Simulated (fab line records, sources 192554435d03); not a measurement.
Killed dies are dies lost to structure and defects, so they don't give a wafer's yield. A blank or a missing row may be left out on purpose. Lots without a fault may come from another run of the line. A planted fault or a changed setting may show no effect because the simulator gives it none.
fab line records | flow n5_finfet | part 1 of 2: steps 1 to 17 of 25
record lots=5 wafers=15 last_day=21
route steps=1938 shown BEOL_M15@1813 PASS1_DEP@1831 MIM_BOT@1832 MIM_TOP@1834
lots that met no fault: from a run of the same line without faults
start_h: hours from the record's first day to the start of the lot's first wafer shown | wait_h: hours since the lot's step before | " the same as in the row above | L1.1+2: a row that stands for several wafers | - no value, or no start given | * or withheld: withheld | < > ~ a bound
route shown NAME@n: a module of which the file shows steps, and the number in the route of the first | usual: mean/standard deviation of fault-free wafers | same: alike in all rows | chamber/n: place in a boat | sites: the reading at each site | _std_site: their standard deviation | _edge_site: outer sites' mean less inner sites' | radius_mm: how far each site lies from the wafer's centre | mask NAME#n: copy n | behind: the tool/chamber that last shaped the wafer | hold: why the lot was held/for how many hours/how that ended | device: the transistor (n, p or np) that didn't switch | end of line: the same wafers' tests at the end of the route | a step without rows: its recipe alone | killed: dies lost to structure and defects at the first sort, not the wafer's yield | map: a wafer's dies, x killed, . not, _ none there
set.NAME: the setting as run; set.NAME@STEP: as run at that earlier step | model.NAME: the simulator's own value behind a step, which no gauge read
lots at some steps of the route; a table a step, a row a wafer
services: from which hour (start_h, from the record's first day; less than 0 if before it) a tool's chamber was out of use, for how many hours, and why
## steps
# step N5_BEOL_M15_STRIP_37
# recipe chemistry=O2 power_w=600 temp_c=60 pressure_mtorr=30 rf_frequency_hz=6e+07 bias_power_w=0 overash_fraction=0.3 o2_flow_sccm=225
# usual drypump_motor_current_A=5.9/0.38 oes_product_au=0.80/0.068 rf_vpp_V=3.6/0.64 showerhead_plenum_p_Torr=2.11/0.071 throttle_valve_pct=16.66/0.21
# columns lot.wafer tool chamber start_h wait_h drypump_motor_current_A oes_product_au rf_hours_counter_h rf_vpp_V showerhead_plenum_p_Torr throttle_valve_pct
L074.2 rie_diel-06 2 - - 5.5 0.76 133 4.5 2.11 16.63
L074.4 " 2 " " 5.5 0.77 - 3.6 2.11 16.64
L074.6 " 0 " " 6.5 0.74 - 3.5 2.18 16.73
L077.2 rie_diel-06 0 - - 6.5 0.74 179 3.5 2.18 16.74
L077.3 " 2 " " 5.5 0.77 141 3.2 2.11 16.66
L077.5 " 1 " " 6.3 0.89 - 4.1 2.05 16.71
L083.1 rie_diel-03 0 - - 6.0 0.80 102 4.2 2.04 16.93
L083.5 " 3 " " 6.1 0.75 - 2.7 2.00 16.57
L083.6 " 0 " " 6.0 0.81 - 4.8 2.04 16.91
L086.1 rie_diel-06 2 - - 5.5 0.75 165 3.8 2.10 16.67
L086.2 " 1 " " 6.2 0.86 63 2.8 2.04 16.74
L086.4 " 0 " " 6.5 0.72 203 3.1 2.17 16.78
L096.1 rie_diel-01 0 - - 5.4 0.80 95 3.0 2.03 16.73
L096.2 " 3 " " 6.1 0.80 115 4.0 2.11 16.65
L096.5 " 2 " " 5.7 0.73 - 4.2 2.10 16.98
# step N5_BEOL_M15_ETCH_38
# recipe chemistry=CF4/N2 target=SiCN target_depth_a=1064 taper_deg=2 time_s=120.5 ion_energy_ev=150 mask_material=SiO2 pressure_mtorr=40 source_w=430 bias_w=70 Ar_flow_sccm=100 cf4_flow_sccm=60 n2_flow_sccm=60
# usual drypump_motor_current_A=5.9/0.38 oes_product_au=0.80/0.067 rf_fwd_power_W=428.4/1.4 rf_vpp_V=382.5/1.9 showerhead_plenum_p_Torr=2.22/0.07 throttle_valve_pct=15.43/0.2
# columns lot.wafer tool chamber start_h wait_h drypump_motor_current_A oes_product_au rf_fwd_power_W rf_hours_counter_h rf_vpp_V showerhead_plenum_p_Torr throttle_valve_pct
L074.2 rie_diel-06 2 - - 5.5 0.78 427.1 133 381.5 2.22 15.41
L074.4 " 2 " " 5.5 0.78 427.3 - 382.3 2.22 15.42
L074.6 " 0 " " 6.5 0.74 426.8 - 384.3 2.28 15.45
L077.2 rie_diel-06 0 - - 6.5 0.74 429.5 179 384.6 2.28 15.47
L077.3 " 2 " " 5.5 0.76 429.4 141 383.4 2.22 15.43
L077.5 " 1 " " 6.3 0.89 428.6 - 381.3 2.16 15.47
L083.1 rie_diel-03 0 - - 6.0 0.79 427.9 102 380.8 2.14 15.64
L083.5 " 3 " " 6.2 0.75 427.2 - 380.9 2.11 15.38
L083.6 " 0 " " 6.0 0.79 427.0 - 380.4 2.14 15.61
L086.1 rie_diel-06 2 - - 5.5 0.76 426.9 165 382.4 2.21 15.48
L086.2 " 1 " " 6.3 0.86 427.8 63 382.8 2.16 15.49
L086.4 " 0 " " 6.5 0.72 427.4 203 382.9 2.27 15.53
L096.1 rie_diel-01 0 - - 5.4 0.79 426.2 95 379.5 2.14 15.51
L096.2 " 3 " " 6.1 0.80 427.6 115 381.1 2.22 15.40
L096.5 " 2 " " 5.7 0.73 428.5 - 381.8 2.21 15.77
# step N5_BEOL_M15_PRECLEAN_39
# recipe chemistry=residue_remover time_s=60 temp_c=40
# columns lot.wafer tool chamber start_h wait_h
L074.2+4+6 wet_bench-02 5,4,0 277.97 -
L077.2+3+5 wet_bench-04 7,5,1 311.81 -
L083.1+5+6 wet_bench-04 7,6,1 405.29 -
L086.1+2+4 wet_bench-04 5,4,7 421.62 -
L096.1+2+5 wet_bench-02 0,4,5 495.56 -
# step N5_BEOL_M15_SRD_40
# recipe time_s=30 temp_c=23 rinse_liquid=diw dry=n2_spin spin_rpm=1500 dry_time_s=30
# columns lot.wafer tool chamber start_h wait_h
L074.2+4+6 wet_bench-02 5,4,0 277.99 0.0
L077.2+3+5 wet_bench-04 7,5,1 311.83 0.0
L083.1+5+6 wet_bench-04 7,6,1 405.31 0.0
L086.1+2+4 wet_bench-04 5,4,7 421.64 0.0
L096.1+2+5 wet_bench-02 0,4,5 495.58 0.0
# step N5_BEOL_M15_DEGAS_41
# recipe ambient=vacuum temp_c=300 time_s=60
# usual heater_power_w=453/43
# columns lot.wafer tool chamber start_h wait_h heater_power_w
L074.2 pvd_sputter-01 - 278.06 0.1 394
L074.4 " - " " 456
L074.6 " - " " 406
L077.2 pvd_sputter-02 - 311.91 0.1 445
L077.3 " - " " 486
L077.5 " - " " 405
L083.1 pvd_sputter-02 - 405.60 0.3 515
L083.5 " - " " 486
L083.6 " - " " 412
L086.1 pvd_sputter-02 - 421.95 0.3 398
L086.2 " - " " 516
L086.4 " - " " 433
L096.1 pvd_sputter-03 - 495.73 0.1 399
L096.2 " - " " 444
L096.5 " - " " 453
# step N5_BEOL_M15_PRE_CLEAN_42
# recipe gas=H2/He time_s=30 temp_c=300
# usual heater_power_w=453/43
# columns lot.wafer tool chamber start_h wait_h heater_power_w
L074.2 pvd_sputter-01 - 278.10 0.0 390
L074.4 " - " " 468
L074.6 " - " " 391
L077.2 pvd_sputter-02 - 311.95 0.0 438
L077.3 " - " " 486
L077.5 " - " " 405
L083.1 pvd_sputter-02 - 405.64 0.0 525
L083.5 " - " " 484
L083.6 " - " " 413
L086.1 pvd_sputter-02 - 421.99 0.0 406
L086.2 " - " " 522
L086.4 " - " " 451
L096.1 pvd_sputter-03 - 495.77 0.0 394
L096.2 " - " " 436
L096.5 " - " " 434
# step N5_BEOL_M15_SPUTTER_43
# recipe material=TaN target_thk_a=150 temp_c=50 bias_v=168.6 power_w=15000 chamber_pressure_pa=0.12 time_s=24.19
# usual chamber_pressure_pa=0.11997/0.00023 throttle_valve_pct=29.4/0.98
# columns lot.wafer tool chamber start_h wait_h chamber_pressure_pa throttle_valve_pct
L074.2 pvd_sputter-01 - 278.14 0.0 0.11994 31.5
L074.4 " - " " 0.11964 29.3
L074.6 " - " " 0.11989 31.3
L077.2 pvd_sputter-02 - 311.99 0.0 0.11973 28.3
L077.3 " - " " 0.11974 29.8
L077.5 " - " " 0.12009 28.7
L083.1 pvd_sputter-02 - 405.68 0.0 0.12041 30.9
L083.5 " - " " 0.11987 30.3
L083.6 " - " " 0.11987 28.8
L086.1 pvd_sputter-02 - 422.03 0.0 0.11993 29.0
L086.2 " - " " 0.12007 31.0
L086.4 " - " " 0.12045 28.7
L096.1 pvd_sputter-03 - 495.81 0.0 0.12009 28.0
L096.2 " - " " 0.11982 29.4
L096.5 " - " " 0.1198 29.2
# step N5_BEOL_M15_SPUTTER_44
# recipe material=Ta target_thk_a=150 temp_c=50 bias_v=80 power_w=15000 chamber_pressure_pa=0.07 time_s=24.19
# usual chamber_pressure_pa=0.07/0.00015 throttle_valve_pct=29.4/0.97
# columns lot.wafer tool chamber start_h wait_h chamber_pressure_pa throttle_valve_pct
L074.2 pvd_sputter-01 - 278.22 0.0 0.06976 31.3
L074.4 " - " " 0.07025 29.6
L074.6 " - " " 0.06992 31.2
L077.2 pvd_sputter-02 - 312.07 0.0 0.06984 28.5
L077.3 " - " " 0.07 30.0
L077.5 " - " " 0.07003 28.6
L083.1 pvd_sputter-02 - 405.76 0.0 0.06987 30.9
L083.5 " - " " 0.0699 30.2
L083.6 " - " " 0.06983 28.9
L086.1 pvd_sputter-02 - 422.11 0.0 0.06985 28.7
L086.2 " - " " 0.06967 31.0
L086.4 " - " " 0.0701 28.7
L096.1 pvd_sputter-03 - 495.89 0.0 0.06993 28.0
L096.2 " - " " 0.07003 29.3
L096.5 " - " " 0.07001 29.2
# step N5_BEOL_M15_SPUTTER_45
# recipe material=Cu target_thk_a=1000 temp_c=-20 bias_v=60 power_w=26000 chamber_pressure_pa=0.13 time_s=16.67
# usual chamber_pressure_pa=0.13004/0.00026 throttle_valve_pct=29.4/0.98
# columns lot.wafer tool chamber start_h wait_h chamber_pressure_pa throttle_valve_pct
L074.2 pvd_sputter-01 - 278.30 0.0 0.13023 31.2
L074.4 " - " " 0.13013 29.3
L074.6 " - " " 0.12977 31.6
L077.2 pvd_sputter-02 - 312.15 0.0 0.12944 28.6
L077.3 " - " " 0.12982 30.2
L077.5 " - " " 0.13024 28.8
L083.1 pvd_sputter-02 - 405.84 0.0 0.13037 30.9
L083.5 " - " " 0.13039 29.9
L083.6 " - " " 0.13035 28.6
L086.1 pvd_sputter-02 - 422.19 0.0 0.13005 28.9
L086.2 " - " " 0.13043 30.8
L086.4 " - " " 0.13041 28.5
L096.1 pvd_sputter-03 - 495.97 0.0 0.13036 28.2
L096.2 " - " " 0.13004 29.3
L096.5 " - " " 0.12978 29.6
# step N5_BEOL_M15_ECD_47
# recipe material=Cu target_thk_a=18600
# columns lot.wafer tool chamber start_h wait_h
L074.2+4+6 ecd_cu-02 0,0,1 278.42 0.1
L077.2+3+5 ecd_cu-01 0 312.27 0.1
L083.1+5+6 ecd_cu-01 1,0,1 405.96 0.1
L086.1+2+4 ecd_cu-02 0,1,1 422.30 0.1
L096.1+2+5 ecd_cu-01 0,1,0 496.09 0.1
# step N5_BEOL_M15_ANNEAL_48
# recipe temp_c=225 time_s=90 ambient=N2
# usual wafer_temp_C_max=226.07/0.28
# columns lot.wafer tool chamber start_h wait_h wafer_temp_C_max
L074.2 rtp_anneal-01 0 278.70 0.2 226.78
L074.4 " 0 " " 226.11
L074.6 " 0 " " 226.69
L077.2 rtp_anneal-02 0 312.55 0.2 225.86
L077.3 " 0 " " 225.43
L077.5 " 0 " " 226.34
L083.1 rtp_anneal-02 0 406.20 0.2 226.38
L083.5 " 0 " " 225.83
L083.6 " 0 " " 225.83
L086.1 rtp_anneal-02 0 422.55 0.2 225.91
L086.2 " 0 " " 226.00
L086.4 " 0 " " 225.47
L096.1 rtp_anneal-02 0 496.47 0.3 225.73
L096.2 " 0 " " 226.12
L096.5 " 0 " " 226.15
# step N5_BEOL_M15_CMP_49
# recipe stop_on=SiO2 t_overpolish_s=4.9 down_force_psi=2 platen_rpm=80 clearing_platen_down_force_psi=2 clearing_platen_rpm=80 post_cmp_clean=cu_alkaline target_thk_nm=850 clearing_platen_pad_velocity_m_s=1.5917 pad_velocity_m_s=1.5917
# usual barrier_field_endpoint_s=11.32/0.24 clearing_platen_down_force_psi=2.000/0.004 motor_current_A=8.1/0.9 overpolish_run_s=4.900/0.0088
# columns lot.wafer tool chamber start_h wait_h barrier_field_endpoint_s clearing_platen_down_force_psi motor_current_A overpolish_run_s
L074.4 cmp-03 3 278.99 0.2 10.78 2.001 8.8 4.906
L074.2 " 1 " " 11.17 2.012 8.4 4.905
L074.6 " 2 " " 11.20 2.002 7.3 4.893
L077.3 cmp-01 3 312.81 0.2 11.62 2.000 9.3 4.890
L077.2 " 2 " " 11.82 1.995 9.4 4.912
L077.5 " 3 " " 11.68 2.000 9.0 4.896
L083.1 cmp-03 2 406.53 0.3 11.38 1.993 7.3 4.899
L083.5 " 1 " " 11.04 1.993 8.2 4.907
L083.6 " 2 " " 11.23 2.002 7.7 4.902
L086.4 cmp-02 2 422.88 0.2 11.58 2.008 9.7 4.912
L086.1 " 3 " " 11.01 1.999 6.5 4.901
L086.2 " 0 " " 11.76 1.995 8.0 4.903
L096.2 cmp-02 2 496.76 0.2 11.27 2.003 8.8 4.888
L096.1 " 1 " " 11.14 1.996 8.3 4.897
L096.5 " 2 " " 11.20 2.001 9.2 4.882
# step N5_BEOL_M15_THK_MEAS_50
# recipe thk_meas_gauge=xrf reads=Cu_of_BEOL_M15_ECD_47
# usual M15_THK=833/12
# columns lot.wafer tool chamber start_h wait_h M15_THK[nm]
L074.2 film_metro-01 - 279.25 - 848
L074.4 " - " " 851
L074.6 " - " " 857
L077.2 film_metro-01 - 313.10 - 849
L077.3 " - " " 847
L077.5 " - " " 850
L083.1 film_metro-02 - 406.79 - 832
L083.5 " - " " 825
L083.6 " - " " 846
L086.1 film_metro-01 - 423.14 - 809
L086.2 " - " " 835
L086.4 " - " " 820
L096.1 film_metro-02 - 497.06 - 830
L096.2 " - " " 836
L096.5 " - " " 831
# step N5_BEOL_M15_PRE_CLEAN_52
# recipe gas=NH3 time_s=15 temp_c=withheld rf_power_w=300
# usual rf_fwd_power_W=295.3/1.7
# columns lot.wafer tool chamber start_h wait_h rf_fwd_power_W
L074.2 pecvd-01 1 279.29 0.0 294.1
L074.4 " 1 " " 296.0
L074.6 " 0 " " 295.4
L077.2 pecvd-02 2 313.14 0.0 293.2
L077.3 " 0 " " 295.8
L077.5 " 0 " " 296.4
L083.1 pecvd-04 2 406.83 0.0 295.8
L083.5 " 2 " " 296.0
L083.6 " 1 " " 294.1
L086.1 pecvd-04 2 423.18 0.0 295.6
L086.2 " 1 " " 295.0
L086.4 " 2 " " 296.1
L096.1 pecvd-04 2 497.09 0.0 295.3
L096.2 " 1 " " 294.6
L096.5 " 0 " " 294.8
# step N5_BEOL_M15_DEP_53
# recipe material=SiCN target_thk_a=500 temp_c=withheld precursor=3MS/NH3 pressure_torr=3 rf_w=675 time_s=17.8
# usual rf_fwd_power_W=667/3.5 showerhead_plenum_p_Torr=4.155/0.018 throttle_valve_pct=17.9/0.69
# columns lot.wafer tool chamber start_h wait_h rf_fwd_power_W showerhead_plenum_p_Torr throttle_valve_pct
L074.2 pecvd-01 1 279.31 0.0 667 4.177 18.1
L074.4 " 1 " " 666 4.185 18.1
L074.6 " 0 " " 672 4.156 19.3
L077.2 pecvd-02 2 313.16 0.0 660 4.132 17.5
L077.3 " 0 " " 667 4.164 18.6
L077.5 " 0 " " 667 4.171 18.3
L083.1 pecvd-04 2 406.85 0.0 669 4.153 18.5
L083.5 " 2 " " 668 4.140 18.6
L083.6 " 1 " " 668 4.179 17.5
L086.1 pecvd-04 2 423.20 0.0 671 4.146 18.5
L086.2 " 1 " " 671 4.163 17.3
L086.4 " 2 " " 673 4.146 18.6
L096.1 pecvd-04 2 497.12 0.0 668 4.143 18.9
L096.2 " 1 " " 668 4.172 15.9
L096.5 " 0 " " 666 4.130 18.4
# step N5_BEOL_M15_RS_MEAS_54
# recipe thk_meas_gauge=four-point-probe reads=Cu_of_BEOL_M15_ECD_47+Ta_of_BEOL_M15_SPUTTER_44+TaN_of_BEOL_M15_SPUTTER_43
# usual M15_RS=0.02162/0.00027
# columns lot.wafer tool chamber start_h wait_h M15_RS[ohm/sq]
L074.2 film_metro-01 - 279.38 0.1 0.02148
L074.4 " - " " 0.02122
L074.6 " - " " 0.02119
L077.2 film_metro-02 - 313.24 0.1 0.0212
L077.3 " - " " 0.02123
L077.5 " - " " 0.02124
L083.1 film_metro-02 - 406.92 0.0 0.02147
L083.5 " - " " 0.02168
L083.6 " - " " 0.02118
L086.1 film_metro-01 - 423.27 0.0 0.02209
L086.2 " - " " 0.02141
L086.4 " - " " 0.02184
L096.1 film_metro-01 - 497.19 0.0 0.02172
L096.2 " - " " 0.02163
L096.5 " - " " 0.02178
# step N5_BEOL_M15_INSPECT_55
# recipe inspect_instrument=darkfield mode=post_dep
# usual raw_defect_count=61/23
# columns lot.wafer tool chamber start_h wait_h raw_defect_count
L074.2 defect_inspect-01 - 279.41 0.0 73
L074.4 " - " " 49
L074.6 " - " " 46
L077.2 defect_inspect-01 - 313.27 0.0 54
L077.3 " - " " 95
L077.5 " - " " 56
L083.1 defect_inspect-02 - 406.95 0.0 52
L083.5 " - " " 59
L083.6 " - " " 69
L086.1 defect_inspect-02 - 423.29 0.0 56
L086.2 " - " " 48
L086.4 " - " " 38
L096.1 defect_inspect-01 - 497.21 0.0 132
L096.2 " - " " 73
L096.5 " - " " 61
